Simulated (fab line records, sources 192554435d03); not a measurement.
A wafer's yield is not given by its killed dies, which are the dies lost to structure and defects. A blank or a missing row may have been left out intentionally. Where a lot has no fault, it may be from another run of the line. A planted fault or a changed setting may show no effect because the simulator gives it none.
Split-lot study | flow n5-finfet | on a route of 1938 steps: 7 lots, 21 wafers read

THE SPLIT
At N5_BEOL_M8_TRENCH_ETCH_37 (etches SiCOH lowk in C4F6/O2, target depth 93.478 nm, time 31.2 s), the setting time-s was moved away from the recipe's 31.2 s on 6 of the 21 wafers read, by -21.7% to +15.5%. This setting was run at the recipe's value on the other wafers.

FROM THE SPLIT TO THE READING: what the file shows between them, 11 steps
- N5_BEOL_M8_ETCH_41: etches SiCN in CH3F/O2, target depth 31.9 nm, time 57.8 s
- N5_BEOL_M8_STRIP_80: strips in N2/H2, time 10 s
- N5_BEOL_M8_OCD_MEAS_38
- N5_BEOL_M8_HM_STRIP_39: strips TiN in peroxide tin strip, target depth 25 nm, time 158 s
- N5_BEOL_M8_SRD_40: time 30 s
- N5_BEOL_M8_ECD_50: material Cu, target thk 300 nm
- N5_BEOL_M8_ANNEAL_51: time 90 s
- N5_BEOL_M8_CMP_52: polishes, stops on SiCOH lowk, t overpolish 6.9 s, target thk 80 nm
- N5_BEOL_M8_THK_MEAS_53: measures by xrf
- N5_BEOL_M8_PRE_CLEAN_55: time 15 s
- N5_BEOL_M8_DEP_56: deposits SiCN from 3MS/NH3, target thk 10 nm, time 17.5 s

THE READING
M8_RS, in ohm/sq, at N5_BEOL_M8_RS_MEAS_57 (measures by four-point-probe). Typical for fault-free wafers on this fab line: 0.286 ohm/sq, with standard deviation 0.0088 ohm/sq.

wafer  | tool, chamber at the split | time-s as run, s | against the recipe | M8_RS, ohm/sq | against lot-mates on the recipe
L081.1 | rie-diel-03, 3             | 31.2             | recipe             | 0.285         | -
L081.2 | rie-diel-03, 2             | 27.07            | -13.2%             | 0.370         | +0.087
L081.3 | rie-diel-03, 1             | 31.2             | recipe             | 0.282         | -
L082.2 | rie-diel-03, 2             | 31.2             | recipe             | 0.293         | -
L082.4 | rie-diel-03, 0             | 31.2             | recipe             | 0.294         | -
L082.6 | rie-diel-03, 1             | 31.2             | recipe             | 0.280         | -
L084.2 | rie-diel-04, 0             | 31.2             | recipe             | 0.295         | -
L084.3 | rie-diel-04, 2             | 31.2             | recipe             | 0.292         | -
L084.6 | rie-diel-04, 0             | 33.43            | +7.1%              | 0.266         | -0.027
L087.1 | rie-diel-03, 3             | 24.43            | -21.7%             | 0.396         | +0.129
L087.2 | rie-diel-03, 1             | 31.2             | recipe             | 0.267         | -
L087.3 | rie-diel-03, 2             | 24.43            | -21.7%             | 0.378         | +0.111
L090.2 | rie-diel-03, 0             | 31.2             | recipe             | 0.297         | -
L090.3 | rie-diel-03, 1             | 31.2             | recipe             | 0.271         | -
L090.5 | rie-diel-03, 1             | 31.2             | recipe             | 0.279         | -
L091.2 | rie-diel-04, 3             | 31.2             | recipe             | 0.296         | -
L091.3 | rie-diel-04, 2             | 31.2             | recipe             | 0.276         | -
L091.6 | rie-diel-04, 3             | 31.2             | recipe             | 0.286         | -
L092.2 | rie-diel-03, 2             | 36.05            | +15.5%             | 0.228         | -0.066
L092.4 | rie-diel-03, 1             | 36.05            | +15.5%             | 0.234         | -0.060
L092.6 | rie-diel-03, 0             | 31.2             | recipe             | 0.294         | -

FIT RESULTS
A straight line over all 21 wafers: M8_RS changes by -0.00441 ohm/sq for each +1% of time-s; r = -0.96; the points scatter about the line by 0.011 ohm/sq.
The same after taking each lot's own level away (the mean of its wafers on the recipe; 21 wafers): -0.00511 ohm/sq for each +1%; r = -0.98; scatter 0.0095 ohm/sq.
That fit puts the effect of the largest move of time-s on the reading at 0.11 ohm/sq.
From 0.2670 to 0.2940 ohm/sq: that is the span of the lots' own levels, equal to 3.1 times the standard deviation above.
So the lot-to-lot level changes the slope: the two fits differ.
Check: +0.108 ohm/sq against its lot-mates is what the line predicts for one of the wafers moved furthest among these (-21.7%) when that wafer is left out of the fit. It came out at +0.129 ohm/sq against them.

THE WHOLE CHAIN: every reading that the file lists as answering this split, in the file's order
step                      | what it does                                                        | reading                                                                      | change (the file's fit)              | r (the file's)
N5_BEOL_M8_TRENCH_ETCH_37 | etches SiCOH lowk in C4F6/O2, target depth 93.478 nm, time 31.2 s   | etch.depth-nm (the simulator's own value, which no gauge read)               | +1.09 nm for each +1% of the setting | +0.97
N5_BEOL_M8_TRENCH_ETCH_37 | etches SiCOH lowk in C4F6/O2, target depth 93.478 nm, time 31.2 s   | BEOL_M8.feature-depth-nm (the simulator's own value, which no gauge read)    | +1.1 nm for each +1% of the setting  | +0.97
N5_BEOL_M8_OCD_MEAS_38    |                                                                     | trench-depth-nm                                                              | +1.09 nm for each +1% of the setting | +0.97
N5_BEOL_M8_CMP_52         | polishes, stops on SiCOH lowk, t overpolish 6.9 s, target thk 80 nm | Cu_of_BEOL_M8_ECD_50.thk-nm (the simulator's own value, which no gauge read) | +1.1 nm for each +1% of the setting  | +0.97
N5_BEOL_M8_THK_MEAS_53    | measures by xrf                                                     | M8_THK                                                                       | +1.12 for each +1% of the setting    | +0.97
N5_BEOL_M8_RS_MEAS_57     | measures by four-point-probe                                        | M8_RS                                                                        | -0.00523 for each +1% of the setting | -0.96

THE FILE'S OWN FIT
M8_RS changes by -0.00523 ohm/sq for each +1% of time-s, r = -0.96.
